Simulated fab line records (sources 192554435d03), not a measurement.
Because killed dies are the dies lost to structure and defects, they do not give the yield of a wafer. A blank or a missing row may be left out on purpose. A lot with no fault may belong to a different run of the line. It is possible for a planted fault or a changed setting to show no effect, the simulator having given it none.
Split-lot trial | flow n5 finfet | route with 1938 steps; 7 lots, 21 wafers read

## THE SPLIT ITSELF
At N5_BEOL_M9_COAT_05 (resist thk 90 nm), the setting spin rpm was moved away from the recipe's 1500 rpm on 5 of the 21 wafers read, by -11.1% to +10.2%. This setting was run at the recipe's value on the other wafers.

## FROM THE SPLIT TO THE READING: what the file shows between them, 5 steps
- N5_BEOL_M9_EBR_07
- N5_BEOL_M9_SOFTBAKE_06: time 60 s
- N5_BEOL_M9_EXPOSE_08: exposes mask M9
- N5_BEOL_M9_PEB_09: peb time 60 s
- N5_BEOL_M9_DEVELOP_10: develop time 30 s

## THE READING
CAR-ArF_of_BEOL_M9_COAT_05.thk nm (the simulator's own value, which no gauge read), in nm, at N5_BEOL_M9_DESCUM_16 (chemistry O2, time 7.9 s). No usual value for it is given in the file. Average 83.5 nm, standard deviation 0.46 nm, over the 16 wafers here run with the recipe.

wafer  | tool, chamber at the split | spin rpm as run, rpm | against the recipe | CAR-ArF_of_BEOL_M9_COAT_05.thk nm, nm | against lot-mates on the recipe
L083.1 | litho track-05, 0          | 1500                 | recipe             | 84.2                                  | -
L083.3 | litho track-05, 0          | 1500                 | recipe             | 83.2                                  | -
L083.4 | litho track-05, 0          | 1500                 | recipe             | 83.2                                  | -
L085.2 | litho track-02, 0          | 1500                 | recipe             | 83.4                                  | -
L085.3 | litho track-02, 0          | 1500                 | recipe             | 83.4                                  | -
L085.6 | litho track-02, 0          | 1500                 | recipe             | 83.4                                  | -
L089.4 | litho track-02, 0          | 1500                 | recipe             | 83.2                                  | -
L089.5 | litho track-02, 0          | 1500                 | recipe             | 83.6                                  | -
L089.6 | litho track-02, 0          | 1500                 | recipe             | 84                                    | -
L092.1 | litho track-05, 0          | 1500                 | recipe             | 83.6                                  | -
L092.2 | litho track-05, 0          | 1500                 | recipe             | 84                                    | -
L092.5 | litho track-05, 0          | 1500                 | recipe             | 83.8                                  | -
L090.1 | litho track-02, 0          | 1333                 | -11.1%             | 88.4                                  | +5.6
L090.2 | litho track-02, 0          | 1500                 | recipe             | 82.8                                  | -
L090.5 | litho track-02, 0          | 1333                 | -11.1%             | 87.6                                  | +4.8
L094.1 | litho track-02, 0          | 1404                 | -6.4%              | 87.2                                  | +3.5
L094.4 | litho track-02, 0          | 1500                 | recipe             | 83.4                                  | -
L094.5 | litho track-02, 0          | 1500                 | recipe             | 84                                    | -
L095.2 | litho track-04, 0          | 1653                 | +10.2%             | 78.2                                  | -4.2
L095.4 | litho track-04, 0          | 1653                 | +10.2%             | 79                                    | -3.4
L095.6 | litho track-04, 0          | 1500                 | recipe             | 82.4                                  | -

THE FIT
A straight line over all 21 wafers: CAR-ArF_of_BEOL_M9_COAT_05.thk nm changes by -0.451 nm for each +1% of spin rpm; r = -0.97; the points scatter about the line by 0.53 nm.
The same after taking each lot's own level away (the mean of its wafers on the recipe; 21 wafers): -0.432 nm for each +1%; r = -0.98; scatter 0.4 nm.
On that fit, the largest move of spin rpm shifts the reading by 4.8 nm.
Across the lots, their own levels run from 82.40 to 83.80 nm, a range of 3.1 times the standard deviation given above.
So the lot-to-lot level changes the slope little: the two slopes agree.
Check: for one of the wafers moved furthest among these (-11.1%), held out of the fit, the line's prediction against its lot-mates is +4.68 nm. It came out at +5.6 nm against them.

## THE OTHER SPLITS THESE WAFERS WENT THROUGH
Before the reading, these wafers also passed through other splits. Each is held against what the fit with the lots' levels taken away leaves over:
other split on the same wafers | wafers away from the commonest value | r with CAR-ArF_of_BEOL_M9_COAT_05.thk nm (lot level and that fit taken away)
N5_BEOL_M8_PEB_09 peb time s   | 8                                    | -0.07
N5_BEOL_M9_ILD_DEP_00 time s   | 5                                    | -0.07

## THE WHOLE CHAIN: every reading that the file lists as answering this split, in the file's order
step                  | what it does             | reading                                                                            | change (the file's fit)               | r (the file's)
N5_BEOL_M9_COAT_05    | resist thk 90 nm         | CAR-ArF_of_BEOL_M9_COAT_05.thk nm (the simulator's own value, which no gauge read) | -0.46 nm for each +1% of the setting  | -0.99
N5_BEOL_M9_DEVELOP_10 | develop time 30 s        | CAR-ArF_of_BEOL_M9_COAT_05.thk nm (the simulator's own value, which no gauge read) | -0.474 nm for each +1% of the setting | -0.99
N5_BEOL_M9_DESCUM_16  | chemistry O2, time 7.9 s | CAR-ArF_of_BEOL_M9_COAT_05.thk nm (the simulator's own value, which no gauge read) | -0.443 nm for each +1% of the setting | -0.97

## FILE'S OWN FIT
CAR-ArF_of_BEOL_M9_COAT_05.thk nm changes by -0.443 nm for each +1% of spin rpm, r = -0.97.
